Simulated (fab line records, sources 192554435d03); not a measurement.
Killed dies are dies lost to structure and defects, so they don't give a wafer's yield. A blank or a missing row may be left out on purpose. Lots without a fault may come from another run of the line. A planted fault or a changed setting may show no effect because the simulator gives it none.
One fault seen from 2 desks | flow n5_finfet | each desk has only its own numbers; what lay behind them comes last

THE METROLOGY DESK
What the gauges read, lot by lot, whatever tool the lot ran on: means of the sampled wafers that have a number. A lot is out of limits, marked OUT, if its mean lies more than 4 standard deviations from the usual mean; the brackets give that distance. Of its 35 readings 7 are shown: the one that was out of limits first, and those that lie furthest out on some lot.
Columns: A = VT_N at N5_BEOL_M4_RC_MEAS_101, usual 251 mV; B = COMB_M7 at N5_BEOL_M15_RC_MEAS_101, usual 2.7e-11 S/m; C = COMB_M7_max_site at N5_BEOL_M15_RC_MEAS_101, usual 3.9e-11 S/m; D = SERP_M11 at N5_BEOL_M15_RC_MEAS_101, usual 3.06 ohm/um; E = SERP_M12 at N5_BEOL_M15_RC_MEAS_101, usual 0.644 ohm/um; F = SERP_M14 at N5_BEOL_M15_RC_MEAS_101, usual 0.161 ohm/um; G = SERP_M7 at N5_BEOL_M15_RC_MEAS_101, usual 13.7 ohm/um
lot  | first seen here | A   | B       | C                  | D    | E     | F     | G
L203 | day 9 19:11     | 249 | 2.4e-11 | 3.2e-11            | 3.05 | 0.630 | 0.155 | 14.4
L210 | day 11 23:04    | 250 | 4.9e-11 | 8.1e-11 (+4.2) OUT | 3.18 | 0.665 | 0.159 | 13.5
L215 | day 12 22:38    | 252 | 2.5e-11 | 3.6e-11            | 3.19 | 0.616 | 0.160 | 12.8
L216 | day 13 22:36    | 246 | 3.2e-11 | 4.1e-11            | 3.07 | 0.628 | 0.161 | 13.9
This desk's finding: out of limits on L210; first on L210, day 15 14:30 (COMB_M7_max_site at N5_BEOL_M15_RC_MEAS_101). In limits: L203, L215, L216.

THE TOOL OWNER'S DESK: ald_metal-02
The tool's own readings at N5_BEOL_M7_ALD_77 (deposits TaN, target thk 2 nm, pulse time 2 s, purge time 3 s): means of the sampled wafers that have a number, for each lot that ran on this tool. A lot is out of limits, marked OUT, if its mean lies more than 4 standard deviations from the usual mean; the brackets give that distance.
Columns: A = heater_power_w at N5_BEOL_M7_ALD_77, usual 410 W
lot  | first seen here | A
L203 | day 11 14:08    | 390
L210 | day 13 01:26    | 400
L215 | day 14 02:21    | 407
This desk's finding: nothing out of limits on any of the 3 lots.

PUT TOGETHER
The metrology desk could have raised an alarm at day 15 14:30, on L210.
The tool owner's desk saw nothing out of limits.
The tool owner's desk has L210 on record, within its limits.
Of the lots named, all ran N5_BEOL_M7_ALD_77 on ald_metal-02.

WHAT THE SIMULATOR HAD PUT IN
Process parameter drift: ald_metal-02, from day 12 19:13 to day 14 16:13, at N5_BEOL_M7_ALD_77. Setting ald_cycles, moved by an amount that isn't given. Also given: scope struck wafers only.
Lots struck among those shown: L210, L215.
Hours from the fault's start to each desk's first reading out of limits: the metrology desk, 67.
